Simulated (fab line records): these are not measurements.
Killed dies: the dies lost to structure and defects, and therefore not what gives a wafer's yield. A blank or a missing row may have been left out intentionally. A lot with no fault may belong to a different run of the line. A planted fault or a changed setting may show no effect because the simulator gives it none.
Which tool was responsible? | flow n5Finfet | at 1 step of a route of 1938, 24 lots with 72 wafers sampled

## WHAT THE GAUGES READ, wafer by wafer
N5_START_INSPECT_01: inspects for defects (unpatterned scan). Usual: rawDefectCount reads 6.3 (standard deviation 2.7).
lot  | measured    | on               | rawDefectCount | flag
L074 | day 1 12:02 | defectInspect-01 | 6 4 4          | 
L075 | day 1 18:02 | defectInspect-01 | 4 9 7          | 
L076 | day 2 00:02 | defectInspect-02 | 6 8 7          | 
L077 | day 2 06:02 | defectInspect-01 | 4 7 5          | 
L078 | day 2 12:02 | defectInspect-02 | 2 8 8          | 
L079 | day 2 18:02 | defectInspect-02 | 9 7 9          | 
L080 | day 3 00:02 | defectInspect-02 | 8 7 6          | 
L081 | day 3 06:02 | defectInspect-01 | 4 7 3          | 
L082 | day 3 12:02 | defectInspect-01 | 8 6 2          | 
L083 | day 3 18:02 | defectInspect-01 | 8 14 11        | 
L084 | day 4 00:02 | defectInspect-01 | 4 5 7          | 
L085 | day 4 06:02 | defectInspect-02 | 2 9 9          | 
L086 | day 4 12:02 | defectInspect-01 | 7 11 7         | 
L087 | day 4 18:02 | defectInspect-01 | 10 4 1         | 
L088 | day 5 00:02 | defectInspect-01 | 11 5 4         | 
L089 | day 5 06:02 | defectInspect-01 | 6 5 2          | 
L090 | day 5 12:02 | defectInspect-01 | 5 6 7          | 
L091 | day 5 18:02 | defectInspect-01 | 3 6 6          | 
L092 | day 6 00:02 | defectInspect-01 | 10 2 4         | 
L093 | day 6 06:02 | defectInspect-01 | 8 2 7          | 
L094 | day 6 12:02 | defectInspect-01 | 2 6 5          | 
L095 | day 6 18:02 | defectInspect-01 | 4 7 7          | 
L096 | day 7 00:02 | defectInspect-01 | 6 4 9          | 
L097 | day 7 06:02 | defectInspect-01 | 3 5 6          | 

## EACH LOT AND THE TOOL THAT RAN IT (in order: tool; ch and the chambers of the sampled wafers; start)
Record: no process step prior to these readings.

## WHAT THE TOOLS THEMSELVES READ (means of the sampled wafers that have a number; where no wafer has one, the mark that the record gives instead)
The record holds no such reading with a usual standard deviation.

## THE ANSWER, worked out from the rows above alone
Rule: a lot is off if the mean of its wafers that have a number lies more than 3 standard deviations from the usual mean. Also off: a lot with no number at a reading for which 4 or more lots have one. The other lots that the step has rows for count as sound. The gauges are gone through in route order, then the tools' own readings, and for those a lot's mean is taken as printed above. At the first step where some lot is off, the reading lying furthest off is the one used; lots without a number count as furthest.
Across all readings shown, no lot is off: no conclusion can be drawn from this.

## WHAT THE SIMULATOR HAD PUT IN
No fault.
